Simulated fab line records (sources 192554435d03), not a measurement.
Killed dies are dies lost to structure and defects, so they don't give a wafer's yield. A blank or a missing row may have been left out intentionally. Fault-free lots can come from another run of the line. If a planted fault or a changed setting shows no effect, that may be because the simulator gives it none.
Which tool is to blame? ; flow n5Finfet ; Sampling: 9 lots, 26 wafers, 3 of 1938 route steps

## WHAT THE GAUGES SHOWED, per wafer
N5_BEOL_M0_SAQP_CD_MEAS_14 targets a cd of 42.5 nm.
lot;measured;on;cdNm (nm)
L553;day 6 10:31;cdSem-03;42.4 42.4 42.2
L554;day 6 10:40;cdSem-01;42.6 42.7 42.0
L562;day 7 20:21;cdSem-02;38.5 38.5 39.0
L563;day 8 08:05;cdSem-03;39.7 39.9 39.4
L568;day 9 04:32;cdSem-01;41.9 42.6 42.7
L571;day 10 04:02;cdSem-02;42.0 42.0 41.8
L572;day 10 07:33;cdSem-02;43.0 43.1
L573;day 10 17:56;cdSem-03;41.8 41.4 41.9
L574;day 10 22:30;cdSem-02;41.8 42.2 41.9

## EACH LOT AND THE TOOL THAT RAN IT (in order: tool; ch and the chambers of the sampled wafers; start)
lot;N5_BEOL_M0_SAQP_ILD_DEP_01;N5_BEOL_M0_SAQP_PEB_12
L553;pecvd-03 ch 0,1,2, day 6 07:26;lithoTrack-02 ch 0, day 6 10:26
L554;pecvd-04 ch 0,2, day 6 07:43;lithoTrack-01 ch 0, day 6 10:36
L562;pecvd-03 ch 0,1,2, day 7 16:52;lithoTrack-01 ch 0, day 7 20:17
L563;pecvd-04 ch 0,1,2, day 8 06:49;lithoTrack-01 ch 0, day 8 08:02
L568;pecvd-04 ch 0,1,2, day 9 03:01;lithoTrack-05 ch 0, day 9 04:28
L571;pecvd-03 ch 1,2, day 9 23:55;lithoTrack-02 ch 0, day 10 03:58
L572;pecvd-01 ch 0, day 10 04:19;lithoTrack-05 ch 0, day 10 07:29
L573;pecvd-03 ch 0,2, day 10 16:58;lithoTrack-02 ch 0, day 10 17:52
L574;pecvd-01 ch 1,2, day 10 20:55;lithoTrack-02 ch 0, day 10 22:26
- N5_BEOL_M0_SAQP_ILD_DEP_01: deposits SiOC from DEMS/O2, target thk 45.419 nm, time 8.7 s.
- N5_BEOL_M0_SAQP_PEB_12: peb time 60 s.

## THE ANSWER, worked out from the rows above alone
Rule: usual is defined by the lots themselves. Put in order of their means at a reading, lots are off if they are a third of the lots or fewer, leave a main group of 4 or more, and stand apart from it by a gap of 3 or more times the standard deviation of the main group's means; of several such gaps the widest counts. If all means in a main group match to the digits the tables above print for the reading, that group is not used. Also off: a lot with no number at a reading for which 4 or more lots have one. The other lots that the step has rows for count as sound.
Off at N5_BEOL_M0_SAQP_CD_MEAS_14 (cdNm): L562, L563. The main group has a mean of 42.3 nm with a standard deviation of 0.41.
A tool fits if, at a process step before that reading, it ran every lot that is off, and no sound lot after the first of them. Gauges at N5_BEOL_M0_SAQP_CD_MEAS_14: tried the same way as those tools. One candidate fits, namely lithoTrack-01 at N5_BEOL_M0_SAQP_PEB_12. Its last sound lot is L554 (day 6 10:36), its first lot that is off L562 (day 7 20:17): a fault that began between those two fits.

## WHAT THE SIMULATOR HAD PUT IN
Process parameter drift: lithoTrack-01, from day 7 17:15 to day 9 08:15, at N5_BEOL_M0_SAQP_PEB_12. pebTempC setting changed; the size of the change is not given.
Shown lots that were struck: L562, L563. Same finding as the rule above.
